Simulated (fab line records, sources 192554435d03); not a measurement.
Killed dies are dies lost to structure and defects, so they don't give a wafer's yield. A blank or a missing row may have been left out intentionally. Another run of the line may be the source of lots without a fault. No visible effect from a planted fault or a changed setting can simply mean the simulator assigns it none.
Chamber matching    flow n5Finfet    N5_BEOL_M9_VIA_ETCH_34 on rieDiel-04: 4 sister chambers
The step etches SiCOH lowk in C4F6/O2, target depth 182.4 nm, time 68.4 s. 8 wafers are shown with their chamber, then 7 later ones without.

## WAFERS WITH THEIR CHAMBER
wafer   chamber  drypumpMotorCurrentA (A)  rfVppV (V)
L081.3  1        6.2                       680
L079.4  3        5.0                       680
L079.6  0        5.3                       703
L085.1  1        6.2                       693
L085.2  2        4.9                       631
L085.6  2        4.9                       632
L088.2  3        5.0                       681
L088.3  0        5.2                       702

## WAFERS WITHOUT THEIR CHAMBER
wafer   drypumpMotorCurrentA (A)  rfVppV (V)
L088.6  5.3                       703
L093.1  6.2                       690
L093.4  5.0                       680
L093.5  4.9                       633
L097.1  5.3                       701
L097.2  6.2                       692
L097.5  5.0                       679

## WHICH CHAMBER EACH WENT THROUGH
wafer   from the rows above  in truth
L088.6  0                    0
L093.1  1                    1
L093.4  3                    3
L093.5  2                    2
L097.1  0                    0
L097.2  1                    1
L097.5  3                    3
Correctly placed: 7 of 7. From these rows, 0 cannot be placed. Placed wrongly: 0.
How it was worked out, from the rows above alone: a wafer's distance from a chamber is the root of the sum, over the readings, of the square of ((its reading less the chamber's mean) divided by the reading's scatter). The wafer belongs to the nearest chamber; if the next one is less than 2 further off, it can't be placed. A chamber's mean is the mean of its shown wafers. The scatter is the square root of a quotient: the sum, over the shown wafers, of each reading's squared deviation from its chamber's mean, divided by wafers minus chambers.
